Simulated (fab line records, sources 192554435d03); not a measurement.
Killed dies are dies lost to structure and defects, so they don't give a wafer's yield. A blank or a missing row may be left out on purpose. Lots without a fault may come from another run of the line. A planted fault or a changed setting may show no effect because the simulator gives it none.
Split-lot experiment | flow n5_finfet | 7 lots, 21 wafers read, on a route of 1938 steps

THE SPLIT
At N5_FIN_SAQP_MANDREL_ETCH_22 (etches a-Si in HBr/Cl2, stops on SiNx, target depth 60 nm, bt time 10 s, time 30 s), the setting icp_w was moved away from the recipe's 800 W on 9 of the 21 wafers read, by -10.2% to +14.6%. The other wafers ran this setting at the recipe's value.

The reading is taken at the split's own step.

THE READING
SOC_of_FIN_SAQP_COAT_49.thk_nm (the simulator's own value, which no gauge read), in nm, at N5_FIN_SAQP_MANDREL_ETCH_22 (etches a-Si in HBr/Cl2, stops on SiNx, target depth 60 nm, bt time 10 s, time 30 s). The file gives no usual value for it. The 12 wafers here that ran the recipe average 75.95 nm, standard deviation 0.4 nm.

wafer  | tool, chamber at the split | icp_w as run, W | against the recipe | SOC_of_FIN_SAQP_COAT_49.thk_nm, nm | against lot-mates on the recipe
L074.1 | rie_si-02, 1               | 718.4           | -10.2%             | 76.32                              | +0.38
L074.2 | rie_si-02, 3               | 718.4           | -10.2%             | 76.41                              | +0.47
L074.4 | rie_si-02, 2               | 800             | recipe             | 75.94                              | -
L081.3 | rie_si-05, 1               | 904.7           | +13.1%             | 75.04                              | -1.30
L081.4 | rie_si-05, 3               | 904.7           | +13.1%             | 74.49                              | -1.85
L081.6 | rie_si-05, 0               | 800             | recipe             | 76.34                              | -
L083.1 | rie_si-06, 3               | 800             | recipe             | 76.65                              | -
L083.5 | rie_si-06, 0               | 886.6           | +10.8%             | 74.97                              | -1.48
L083.6 | rie_si-06, 1               | 800             | recipe             | 76.25                              | -
L091.3 | rie_si-05, 2               | 917.1           | +14.6%             | 74.51                              | -1.98
L091.4 | rie_si-05, 0               | 800             | recipe             | 76.49                              | -
L091.5 | rie_si-05, 1               | 917.1           | +14.6%             | 74.86                              | -1.63
L092.1 | rie_si-06, 0               | 890.6           | +11.3%             | 74.35                              | -1.66
L092.3 | rie_si-06, 2               | 800             | recipe             | 76.01                              | -
L092.4 | rie_si-06, 1               | 890.6           | +11.3%             | 74.77                              | -1.24
L095.1 | rie_si-05, 0               | 800             | recipe             | 75.72                              | -
L095.3 | rie_si-05, 3               | 800             | recipe             | 75.38                              | -
L095.5 | rie_si-05, 1               | 800             | recipe             | 75.51                              | -
L097.1 | rie_si-05, 1               | 800             | recipe             | 75.68                              | -
L097.2 | rie_si-05, 2               | 800             | recipe             | 75.48                              | -
L097.3 | rie_si-05, 3               | 800             | recipe             | 75.97                              | -

THE FIT
A straight line over all 21 wafers: SOC_of_FIN_SAQP_COAT_49.thk_nm changes by -0.0825 nm for each +1% of icp_w; r = -0.86; the points scatter about the line by 0.38 nm.
The same after taking each lot's own level away (the mean of its wafers on the recipe; 21 wafers): -0.105 nm for each +1%; r = -0.95; scatter 0.27 nm.
On that fit, the largest move of icp_w shifts the reading by 1.5 nm.
The lots' own levels span 75.537 to 76.490 nm, that is 2.4 times the standard deviation above.
So the lot-to-lot level changes the slope: the two fits differ.
Check: with one of the wafers moved furthest among these (+14.6%) left out of the fit, the line predicts -1.62 nm for it against its lot-mates. It came out at -1.98 nm against them.

OTHER SPLITS ON THESE WAFERS
These wafers also went through other splits before the reading. Each is held against what the fit with the lots' levels taken away leaves over:
other split on the same wafers | wafers away from the commonest value | r with SOC_of_FIN_SAQP_COAT_49.thk_nm (lot level and that fit taken away)
N5_WELL_APT_EXPOSE_05 dose_mj  | 9                                    | -0.13
N5_WELL_APT_DESCUM_13 time_s   | 4                                    | -0.16
N5_FIN_SAQP_ALD_61 temp_c      | 10                                   | +0.06
N5_FIN_SAQP_EXPOSE_13 dose_mj  | 6                                    | +0.18

THE FILE'S OWN FIT
SOC_of_FIN_SAQP_COAT_49.thk_nm changes by -0.114 nm for each +1% of icp_w, r = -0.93.
